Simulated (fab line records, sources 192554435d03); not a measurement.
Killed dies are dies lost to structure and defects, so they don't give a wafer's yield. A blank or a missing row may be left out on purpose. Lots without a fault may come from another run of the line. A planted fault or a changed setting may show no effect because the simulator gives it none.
fab line records | flow n5_finfet
record lots=5 wafers=15 last_day=18
route steps=1938 shown HKMG_FIN@396
lots that met no fault: from a run of the same line without faults
start_h: hours from the record's first day to the start of the lot's first wafer shown | wait_h: hours since the lot's step before | " the same as in the row above | L1.1+2: a row that stands for several wafers | - no value, or no start given | * or withheld: withheld | < > ~ a bound
route shown NAME@n: a module of which the file shows steps, and the number in the route of the first | usual: mean/standard deviation of fault-free wafers | same: alike in all rows | chamber/n: place in a boat | sites: the reading at each site | _std_site: their standard deviation | _edge_site: outer sites' mean less inner sites' | radius_mm: how far each site lies from the wafer's centre | mask NAME#n: copy n | behind: the tool/chamber that last shaped the wafer | hold: why the lot was held/for how many hours/how that ended | device: the transistor (n, p or np) that didn't switch | end of line: the same wafers' tests at the end of the route | a step without rows: its recipe alone | killed: dies lost to structure and defects at the first sort, not the wafer's yield | map: a wafer's dies, x killed, . not, _ none there
set.NAME: the setting as run; set.NAME@STEP: as run at that earlier step | model.NAME: the simulator's own value behind a step, which no gauge read
lots at some steps of the route; a table a step, a row a wafer
services: from which hour (start_h, from the record's first day; less than 0 if before it) a tool's chamber was out of use, for how many hours, and why
## steps
# step N5_HKMG_FIN_PEB_47
# recipe peb_temp_c=withheld peb_time_s=60 resist=CAR-ArF
# usual chill_plate_temp_C=22.98/0.097
# columns lot.wafer tool chamber start_h wait_h chill_plate_temp_C
L081.2 litho_track-02 0 115.18 0.0 23.05
L081.4 " 0 " " 23.10
L081.5 " 0 " " 22.94
L085.2 litho_track-01 0 139.75 0.0 22.94
L085.3 " 0 " " 23.04
L085.6 " 0 " " 22.92
L087.2 litho_track-01 0 151.84 0.0 23.02
L087.3 " 0 " " 23.18
L087.4 " 0 " " 23.08
L094.4 litho_track-02 0 192.86 0.0 23.07
L094.5 " 0 " " 22.81
L094.6 " 0 " " 22.90
L095.2 litho_track-02 0 197.07 0.0 22.96
L095.4 " 0 " " 22.96
L095.6 " 0 " " 23.02
# step N5_HKMG_FIN_DEVELOP_48
# recipe develop_time_s=30 developer=TMAH resist=CAR-ArF rinse_liquid=diw dry=air_spin dev_temp_c=23
# usual chill_plate_temp_C=22.99/0.1
# columns lot.wafer tool chamber start_h wait_h chill_plate_temp_C
L081.2 litho_track-02 0 - - 22.93
L081.4 " 0 " " 23.07
L081.5 " 0 " " 23.08
L085.2 litho_track-01 0 - - 23.13
L085.3 " 0 " " 23.13
L085.6 " 0 " " 23.07
L087.2 litho_track-01 0 - - 22.87
L087.3 " 0 " " 22.81
L087.4 " 0 " " 23.08
L094.4 litho_track-02 0 - - 22.95
L094.5 " 0 " " 23.03
L094.6 " 0 " " 22.99
L095.2 litho_track-02 0 - - 23.02
L095.4 " 0 " " 23.02
L095.6 " 0 " " 22.92
# step N5_HKMG_FIN_CD_MEAS_49
# recipe target_cd_nm=202 landing_energy_ev=500 detector=se_inlens polarity=opening
# usual cd_nm=202.2/0.69
# columns lot.wafer tool chamber start_h wait_h cd_nm
L081.2 cd_sem-01 0 115.25 - 202.1
L081.4 " 0 " " 202.5
L081.5 " 0 " " 202.9
L085.2 cd_sem-03 0 139.81 - 202.2
L085.3 " 0 " " 202.7
L085.6 " 0 " " 202.7
L087.2 cd_sem-03 0 151.91 - 202.9
L087.3 " 0 " " 201.9
L087.4 " 0 " " 202.3
L094.4 cd_sem-02 0 192.93 - 202.0
L094.5 " 0 " " 203.7
L094.6 " 0 " " 202.6
L095.2 cd_sem-03 0 197.13 - 203.0
L095.4 " 0 " " 201.9
L095.6 " 0 " " 202.5
# step N5_HKMG_FIN_OVL_MEAS_50
# recipe points_per_wafer=44
# usual NDIPOLE_OVL=0.3/0.71
# columns lot.wafer tool chamber start_h wait_h NDIPOLE_OVL[nm]
L081.2 overlay-02 0 115.28 0.0 1.7
L081.4 " 0 " " 0.6
L081.5 " 0 " " -0.2
L085.2 overlay-01 0 139.84 0.0 -0.8
L085.3 " 0 " " -0.6
L085.6 " 0 " " -0.3
L087.2 overlay-01 0 151.94 0.0 -0.6
L087.3 " 0 " " -0.5
L087.4 " 0 " " 1.5
L094.4 overlay-01 0 192.96 0.0 0.6
L094.5 " 0 " " 1.3
L094.6 " 0 " " 0.7
L095.2 overlay-02 0 197.16 0.0 1.7
L095.4 " 0 " " -0.5
L095.6 " 0 " " 0.8
# step N5_HKMG_FIN_INSPECT_61
# recipe mode=adi inspect_instrument=macro
# usual raw_defect_count=2.0/1.4
# columns lot.wafer tool chamber start_h wait_h raw_defect_count
L081.2 defect_inspect-01 - 115.30 0.0 2
L081.4 " - " " 2
L081.5 " - " " 2
L085.2 defect_inspect-02 - 139.87 0.0 2
L085.3 " - " " 0
L085.6 " - " " 5
L087.2 defect_inspect-02 - 151.96 0.0 2
L087.3 " - " " 2
L087.4 " - " " 3
L094.4 defect_inspect-01 - 192.98 0.0 2
L094.5 " - " " 1
L094.6 " - " " 3
L095.2 defect_inspect-02 - 197.19 0.0 0
L095.4 " - " " 2
L095.6 " - " " 4
# step N5_HKMG_FIN_DESCUM_53
# recipe chemistry=O2 time_s=7.9 source_power_w=50 bias_power_w=20 pressure_mtorr=20 rf_frequency_hz=2.712e+07 temp_c=40 resist=CAR-ArF o2_flow_sccm=225
# usual drypump_motor_current_A=5.5/0.37 oes_product_au=0.82/0.096 rf_vpp_V=243.4/1.6 showerhead_plenum_p_Torr=2.10/0.091 throttle_valve_pct=20.38/0.19
# columns lot.wafer tool chamber start_h wait_h drypump_motor_current_A oes_product_au rf_hours_counter_h rf_vpp_V showerhead_plenum_p_Torr throttle_valve_pct
L081.2 rie_diel-01 0 115.33 0.0 5.4 0.68 246 241.3 2.06 20.64
L081.4 " 1 " " 5.2 0.70 234 244.8 2.15 20.51
L081.5 " 2 " " 6.0 0.70 - 242.7 1.98 20.44
L085.2 rie_diel-01 1 140.08 0.2 5.3 0.69 243 243.6 2.15 20.52
L085.3 " 3 " " 5.0 0.95 14 241.4 2.14 20.18
L085.6 " 3 " " 5.0 0.95 - 244.8 2.14 20.18
L087.2 rie_diel-03 1 152.00 0.0 5.3 0.91 27 243.4 2.25 20.20
L087.3 " 2 " " 5.5 0.77 115 242.0 2.01 20.47
L087.4 " 3 " " 5.4 0.81 - 244.4 2.20 20.21
L094.4 rie_diel-01 0 193.01 0.0 5.5 0.90 20 241.2 2.05 20.31
L094.5 " 1 " " 5.2 0.93 - 244.4 2.15 20.22
L094.6 " 0 " " 5.5 0.90 - 241.8 2.05 20.30
L095.2 rie_diel-03 2 197.22 0.0 5.6 0.75 127 241.7 2.01 20.50
L095.4 " 3 " " 5.4 0.79 94 244.1 2.20 20.22
L095.6 " 2 " " 5.6 0.75 - 242.3 2.01 20.53
# step N5_HKMG_FIN_ETCH_54
# recipe chemistry=CF4 target=SiARC target_depth_a=455 mask_material=CAR-ArF time_s=75.8 ion_energy_ev=80 pressure_mtorr=40 source_w=545 bias_w=36 Ar_flow_sccm=100 cf4_flow_sccm=100 ends=cleared
# usual drypump_motor_current_A=5.5/0.37 etch_rf_on_time_s=75.1/1.9 oes_product_au=0.70/0.082 rf_vpp_V=184.3/1.3 showerhead_plenum_p_Torr=2.15/0.084 throttle_valve_pct=15.55/0.24
# columns lot.wafer tool chamber start_h wait_h drypump_motor_current_A etch_rf_on_time_s oes_product_au rf_hours_counter_h rf_vpp_V showerhead_plenum_p_Torr throttle_valve_pct
L081.2 rie_diel-01 0 115.37 0.0 5.5 77.3 0.58 246 183.2 2.12 15.93
L081.4 " 1 " " 5.3 75.8 0.60 234 185.7 2.20 15.82
L081.5 " 2 " " 6.0 75.9 0.60 - 184.0 2.04 15.80
L085.2 rie_diel-01 1 140.12 0.0 5.3 76.6 0.59 243 186.2 2.20 15.84
L085.3 " 3 " " 4.9 73.7 0.82 14 184.1 2.19 15.33
L085.6 " 3 " " 4.9 73.7 0.82 - 183.5 2.19 15.34
L087.2 rie_diel-03 1 152.03 0.0 5.3 72.4 0.79 27 185.2 2.27 15.14
L087.3 " 2 " " 5.6 73.6 0.66 115 183.9 2.06 15.63
L087.4 " 3 " " 5.5 77.2 0.68 - 187.0 2.25 15.47
L094.4 rie_diel-01 0 193.05 0.0 5.5 75.4 0.76 20 183.1 2.11 15.47
L094.5 " 1 " " 5.2 73.5 0.80 - 184.9 2.20 15.38
L094.6 " 0 " " 5.5 74.8 0.76 - 185.4 2.11 15.47
L095.2 rie_diel-03 2 197.26 0.0 5.5 74.1 0.65 127 182.1 2.06 15.65
L095.4 " 3 " " 5.5 78.6 0.66 94 185.0 2.25 15.48
L095.6 " 2 " " 5.5 73.7 0.65 - 184.1 2.06 15.66
# step N5_HKMG_FIN_ETCH_55
# recipe chemistry=N2/H2 target=SOC target_depth_a=2400 temp_c=40 time_s=300 ion_energy_ev=200 mask_material=SiARC pressure_mtorr=30 source_w=840 bias_w=150 n2_flow_sccm=200 h2_flow_sccm=200
# usual drypump_motor_current_A=5.5/0.37 oes_product_au=0.82/0.097 rf_vpp_V=524.2/3 showerhead_plenum_p_Torr=2.55/0.1 throttle_valve_pct=17.76/0.26
# columns lot.wafer tool chamber start_h wait_h drypump_motor_current_A oes_product_au rf_hours_counter_h rf_vpp_V showerhead_plenum_p_Torr throttle_valve_pct
L081.2 rie_diel-01 0 115.43 0.0 5.5 0.68 246 523.4 2.49 18.08
L081.4 " 1 " " 5.2 0.71 234 525.5 2.63 17.98
L081.5 " 2 " " 6.0 0.71 - 519.4 2.41 17.99
L085.2 rie_diel-01 1 140.17 0.0 5.2 0.70 244 525.0 2.62 17.99
L085.3 " 3 " " 5.0 0.95 15 525.2 2.58 17.47
L085.6 " 3 " " 5.0 0.96 - 526.1 2.58 17.48
L087.2 rie_diel-03 1 152.09 0.0 5.3 0.93 27 528.0 2.69 17.35
L087.3 " 2 " " 5.6 0.77 115 521.3 2.46 17.97
L087.4 " 3 " " 5.5 0.78 - 528.9 2.68 17.64
L094.4 rie_diel-01 0 193.10 0.0 5.5 0.88 20 522.6 2.48 17.69
L094.5 " 1 " " 5.3 0.94 - 523.7 2.62 17.61
L094.6 " 0 " " 5.5 0.88 - 521.3 2.48 17.69
L095.2 rie_diel-03 2 197.31 0.0 5.6 0.76 127 521.1 2.45 18.00
L095.4 " 3 " " 5.5 0.78 94 527.7 2.68 17.66
L095.6 " 2 " " 5.6 0.76 - 520.9 2.45 18.01
# step N5_HKMG_FIN_STRIP_56
# recipe chemistry=N2/H2 temp_c=40 n2_flow_sccm=200 h2_flow_sccm=200 rf_frequency_hz=6e+07
# columns lot.wafer tool chamber start_h wait_h
L081.2+4+5 rie_diel-01 0,1,2 115.61 0.1
L085.2+3+6 rie_diel-01 1,3,3 140.35 0.1
L087.2+3+4 rie_diel-03 1,2,3 152.27 0.1
L094.4+5+6 rie_diel-01 0,1,0 193.28 0.1
L095.2+4+6 rie_diel-03 2,3,2 197.49 0.1
# step N5_HKMG_FIN_STRIP_57
# recipe chemistry=CF4 resist=SiARC power_w=300 bias_power_w=75 pressure_mtorr=50 cf4_flow_sccm=150 rf_frequency_hz=6e+07
# usual drypump_motor_current_A=5.5/0.37 oes_product_au=0.81/0.086 rf_vpp_V=271.3/1.7 showerhead_plenum_p_Torr=1.80/0.071 throttle_valve_pct=13.52/0.26
# columns lot.wafer tool chamber start_h wait_h drypump_motor_current_A oes_product_au rf_hours_counter_h rf_vpp_V showerhead_plenum_p_Torr throttle_valve_pct
L081.2 rie_diel-01 0 115.62 0.0 5.5 0.68 246 270.0 1.77 13.91
L081.4 " 1 " " 5.2 0.70 234 270.9 1.85 13.83
L081.5 " 2 " " 6.0 0.71 - 269.2 1.71 13.80
L085.2 rie_diel-01 1 140.36 0.0 5.2 0.69 244 271.4 1.85 13.87
L085.3 " 3 " " 4.9 0.93 15 273.7 1.84 13.29
L085.6 " 3 " " 4.9 0.92 - 272.2 1.84 13.31
L087.2 rie_diel-03 1 152.28 0.0 5.3 0.89 27 272.5 1.89 13.06
L087.3 " 2 " " 5.6 0.76 115 270.2 1.72 13.57
L087.4 " 3 " " 5.5 0.80 - 272.5 1.90 13.46
L094.4 rie_diel-01 0 193.29 0.0 5.5 0.88 20 271.3 1.77 13.40
L094.5 " 1 " " 5.2 0.91 - 272.2 1.84 13.31
L094.6 " 0 " " 5.5 0.88 - 271.6 1.77 13.39
L095.2 rie_diel-03 2 197.50 0.0 5.6 0.75 127 269.1 1.71 13.60
L095.4 " 3 " " 5.5 0.79 94 272.2 1.89 13.51
L095.6 " 2 " " 5.6 0.74 - 269.2 1.71 13.61
# step N5_HKMG_FIN_ETCH_58
# recipe chemistry=N2/H2 target=SOC target_depth_a=2158 ion_energy_ev=50 bias_w=13 time_s=741 pressure_mtorr=30 source_w=875 n2_flow_sccm=200 h2_flow_sccm=200
# usual drypump_motor_current_A=5.5/0.37 oes_product_au=0.82/0.096 rf_vpp_V=99.4/1.1 showerhead_plenum_p_Torr=2.55/0.1 throttle_valve_pct=17.71/0.26
# columns lot.wafer tool chamber start_h wait_h drypump_motor_current_A oes_product_au rf_hours_counter_h rf_vpp_V showerhead_plenum_p_Torr throttle_valve_pct
L081.2 rie_diel-01 0 115.64 0.0 5.5 0.67 246 98.6 2.49 18.05
L081.4 " 1 " " 5.2 0.70 234 101.3 2.63 17.92
L081.5 " 2 " " 5.9 0.71 - 98.6 2.41 17.94
L085.2 rie_diel-01 1 140.38 0.0 5.2 0.70 244 98.5 2.62 17.95
L085.3 " 3 " " 5.0 0.95 15 99.2 2.58 17.41
L085.6 " 3 " " 5.0 0.95 - 99.0 2.58 17.42
L087.2 rie_diel-03 1 152.30 0.0 5.3 0.91 27 99.1 2.69 17.31
L087.3 " 2 " " 5.6 0.77 115 98.3 2.46 17.94
L087.4 " 3 " " 5.5 0.79 - 100.5 2.68 17.58
L094.4 rie_diel-01 0 193.31 0.0 5.5 0.89 20 99.1 2.48 17.65
L094.5 " 1 " " 5.2 0.94 - 100.8 2.62 17.58
L094.6 " 0 " " 5.5 0.90 - 97.3 2.48 17.65
L095.2 rie_diel-03 2 197.52 0.0 5.6 0.76 127 99.6 2.45 17.94
L095.4 " 3 " " 5.5 0.77 94 102.2 2.68 17.61
L095.6 " 2 " " 5.6 0.77 - 98.7 2.45 17.95
# step N5_HKMG_FIN_STRIP_93
# recipe chemistry=N2/H2 material=SOC time_s=20 power_w=500 temp_c=40 pressure_mtorr=50 rf_frequency_hz=6e+07 bias_power_w=8 h2_frac=0.5 n2_flow_sccm=300 h2_flow_sccm=300
# usual drypump_motor_current_A=5.5/0.37 oes_product_au=0.82/0.095 rf_vpp_V=54.3/0.92 showerhead_plenum_p_Torr=3.37/0.13 throttle_valve_pct=18.9/0.37
# columns lot.wafer tool chamber start_h wait_h drypump_motor_current_A oes_product_au rf_hours_counter_h rf_vpp_V showerhead_plenum_p_Torr throttle_valve_pct
L081.2 rie_diel-01 0 116.06 0.2 5.5 0.67 247 55.0 3.29 19.3
L081.4 " 1 " " 5.3 0.70 234 55.5 3.46 19.0
L081.5 " 2 " " 6.0 0.71 - 55.0 3.19 19.4
L085.2 rie_diel-01 1 140.81 0.2 5.3 0.69 244 53.8 3.46 19.0
L085.3 " 3 " " 4.9 0.94 15 54.3 3.41 18.6
L085.6 " 3 " " 5.0 0.94 - 54.8 3.41 18.6
L087.2 rie_diel-03 1 152.72 0.2 5.4 0.93 27 54.0 3.54 18.6
L087.3 " 2 " " 5.6 0.78 115 55.4 3.25 19.1
L087.4 " 3 " " 5.5 0.80 - 54.4 3.54 18.7
L094.4 rie_diel-01 0 193.74 0.2 5.5 0.88 20 53.3 3.28 19.0
L094.5 " 1 " " 5.2 0.93 - 53.9 3.45 18.6
L094.6 " 0 " " 5.5 0.88 - 52.8 3.28 19.0
L095.2 rie_diel-03 2 197.95 0.2 5.6 0.76 128 54.3 3.25 19.1
L095.4 " 3 " " 5.5 0.78 95 56.0 3.53 18.7
L095.6 " 2 " " 5.6 0.77 - 54.1 3.25 19.1
# step N5_HKMG_FIN_WET_ETCH_76
# recipe chemistry=dNH4OH mix=1:50 temp_c=25 target=Al2O3 stop_on=La2O3 target_depth_nm=2.25 dry=ipa_marangoni rinse_time_s=30 rinse_temp_c=23
# usual bath_heat_duty_pct=6.4/0.89
# columns lot.wafer tool chamber start_h wait_h bath_heat_duty_pct
L081.2 wet_bench-03 2 116.14 0.1 7.2
L081.4 " 4 " " 5.5
L081.5 " 3 " " 6.5
L085.2 wet_bench-02 3 140.89 0.1 7.6
L085.3 " 5 " " 6.9
L085.6 " 4 " " 5.2
L087.2 wet_bench-06 4 152.81 0.1 6.1
L087.3 " 5 " " 5.4
L087.4 " 1 " " 7.6
L094.4 wet_bench-03 3 193.82 0.1 6.0
L094.5 " 5 " " 8.2
L094.6 " 7 " " 6.1
L095.2 wet_bench-03 7 198.03 0.1 7.1
L095.4 " 3 " " 6.6
L095.6 " 4 " " 5.9
# step N5_HKMG_FIN_STRIP_60
# recipe chemistry=N2/H2 power_w=2500 temp_c=300 h2_frac=0.65 time_s=360 pressure_mtorr=withheld n2_flow_sccm=1750 h2_flow_sccm=3250
# usual drypump_motor_current_A=5.2/0.43 heater_power_w=438/16
# columns lot.wafer tool chamber start_h wait_h drypump_motor_current_A heater_power_w rf_hours_counter_h
L081.2 plasma_asher-01 0 116.22 0.0 5.2 445 41
L081.4 " 1 " " 5.9 448 -
L081.5 " 0 " " 5.2 457 -
L085.2 plasma_asher-01 1 140.96 0.0 5.9 434 46
L085.3 " 1 " " 5.9 442 -
L085.6 " 1 " " 5.9 443 -
L087.2 plasma_asher-02 0 152.87 0.0 5.2 444 109
L087.3 " 0 " " 5.2 437 -
L087.4 " 1 " " 4.7 421 -
L094.4 plasma_asher-01 0 194.01 0.1 5.2 462 -
L094.5 " 0 " " 5.2 453 -
L094.6 " 1 " " 5.9 432 -
L095.2 plasma_asher-01 0 198.10 0.0 5.2 458 56
L095.4 " 0 " " 5.2 462 -
L095.6 " 1 " " 5.9 432 -
# step N5_HKMG_FIN_WET_ETCH_77
# recipe chemistry=dHCl mix=1:10000 temp_c=25 target=La2O3 stop_on=HfO2 target_depth_nm=2
# usual bath_heat_duty_pct=6.4/0.88
# columns lot.wafer tool chamber start_h wait_h bath_heat_duty_pct
L081.2 wet_bench-06 2 116.60 0.3 5.7
L081.4 " 4 " " 5.2
L081.5 " 5 " " 5.5
L085.2 wet_bench-03 5 141.35 0.3 7.1
L085.3 " 3 " " 6.0
L085.6 " 4 " " 5.1
L087.2 wet_bench-03 1 153.26 0.3 6.8
L087.3 " 5 " " 7.4
L087.4 " 3 " " 5.7
L094.4 wet_bench-03 7 194.28 0.1 7.4
L094.5 " 6 " " 5.8
L094.6 " 0 " " 7.3
L095.2 wet_bench-06 2 198.49 0.3 5.5
L095.4 " 1 " " 7.3
L095.6 " 3 " " 6.9
## services
# columns tool chamber start_h hours kind
rie_diel-03 - 111.08 2.8 pm
rie_diel-01 0 128.11 - clean
rie_diel-01 0 128.11 - consumable_replace:focus_ring
rie_diel-03 1 141.39 6.8 repair
rie_diel-03 0 149.41 9.5 repair
rie_diel-01 1 153.53 - clean
rie_diel-01 1 153.53 - consumable_replace:focus_ring
rie_diel-01 1 153.53 22.3 scheduled_down
rie_diel-01 1 153.53 22.3 vent_cycle
rie_diel-01 3 183.63 4.1 repair
## key
fault none
